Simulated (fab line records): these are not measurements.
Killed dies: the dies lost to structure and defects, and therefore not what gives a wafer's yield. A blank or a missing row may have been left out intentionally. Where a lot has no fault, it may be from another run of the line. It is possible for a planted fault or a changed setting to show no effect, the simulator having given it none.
Matching of chambers    flow nand-harc    4 sister chambers for NHARC_P_BONDPAD_CMP_19 on cmp-03
The step polishes, t overpolish 30 s, cu recess touch 16 s, target thk 160.81 nm. 4 wafers are shown with their chamber, then 8 later ones without.

== WAFERS, EACH WITH ITS CHAMBER ==
wafer   chamber  motor-current-A (A)
L948.1  2        13.0
L948.3  3        12.6
L948.6  1        13.4
L947.1  0        13.9

== WAFERS WHOSE CHAMBER IS MISSING ==
wafer   motor-current-A (A)
L947.5  14.9
L947.6  12.6
L951.2  12.6
L951.4  13.5
L951.6  12.7
L963.3  12.6
L963.5  12.5
L963.6  13.7

== WHICH CHAMBER EACH WENT THROUGH ==
wafer   from the rows above           in truth
L947.5  can't be placed: 0 or 1       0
L947.6  can't be placed: 3 or 2       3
L951.2  can't be placed: 3 or 2       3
L951.4  can't be placed: 1 or 0 or 2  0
L951.6  can't be placed: 3 or 2 or 1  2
L963.3  can't be placed: 3 or 2       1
L963.5  can't be placed: 3 or 2       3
L963.6  can't be placed: 0 or 1 or 2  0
0 of 8 placed correctly. Cannot be placed on the basis of these rows: 8; the candidates contain the true chamber in 7. Placed wrongly: 0.
How it was worked out, from the rows above alone: a wafer's distance from a chamber is the root of the sum, over the readings, of the square of ((its reading less the chamber's mean) divided by the reading's scatter). If the next closest chamber is less than 2 further off than the closest, the wafer can't be placed; otherwise it belongs to the closest. The mean given for a chamber averages the wafers shown for that chamber. The scatter: with one shown wafer a chamber, the root of the mean of the squares of how far each hidden wafer lies from its nearest shown one.
